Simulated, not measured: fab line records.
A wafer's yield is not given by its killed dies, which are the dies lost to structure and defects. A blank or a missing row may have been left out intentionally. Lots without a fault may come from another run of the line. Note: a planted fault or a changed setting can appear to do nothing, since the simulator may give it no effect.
Chamber matching	flow n5Finfet	N5_DUMMY_REMOVAL_HM_STRIP_01 on rieDiel-02: 4 sister chambers
The step strips SiNx in CH3F/O2, stops on poly-Si, target depth 4 nm, time 6.8 s. 4 wafers are shown with their chamber, then 9 later ones without.

== WAFERS, EACH WITH ITS CHAMBER ==
wafer	chamber	drypumpMotorCurrentA (A)
L083.6	2	5.86
L087.1	3	5.33
L087.5	0	5.11
L087.6	1	5.66

== WAFERS WHOSE CHAMBER IS MISSING ==
wafer	drypumpMotorCurrentA (A)
L089.1	5.64
L089.3	5.33
L089.4	5.81
L092.2	5.68
L092.4	5.12
L092.6	5.11
L095.3	5.63
L095.5	5.83
L095.6	5.32

== WHICH CHAMBER EACH ONE RAN IN ==
wafer	from the rows above	in truth
L089.1	1	1
L089.3	3	3
L089.4	2	2
L092.2	1	1
L092.4	0	0
L092.6	0	0
L095.3	1	1
L095.5	2	2
L095.6	3	3
Correctly placed: 9 of 9. Not placeable from these rows: 0. Number placed wrongly: 0.
How it was worked out, from the rows above alone: a wafer's distance from a chamber is the root of the sum, over the readings, of the square of ((its reading less the chamber's mean) divided by the reading's scatter). If the next closest chamber is less than 2 further off than the closest, the wafer can't be placed; otherwise it belongs to the closest. Each chamber's mean is taken over the wafers shown for it. The scatter: with one shown wafer a chamber, the root of the mean of the squares of how far each hidden wafer lies from its nearest shown one.
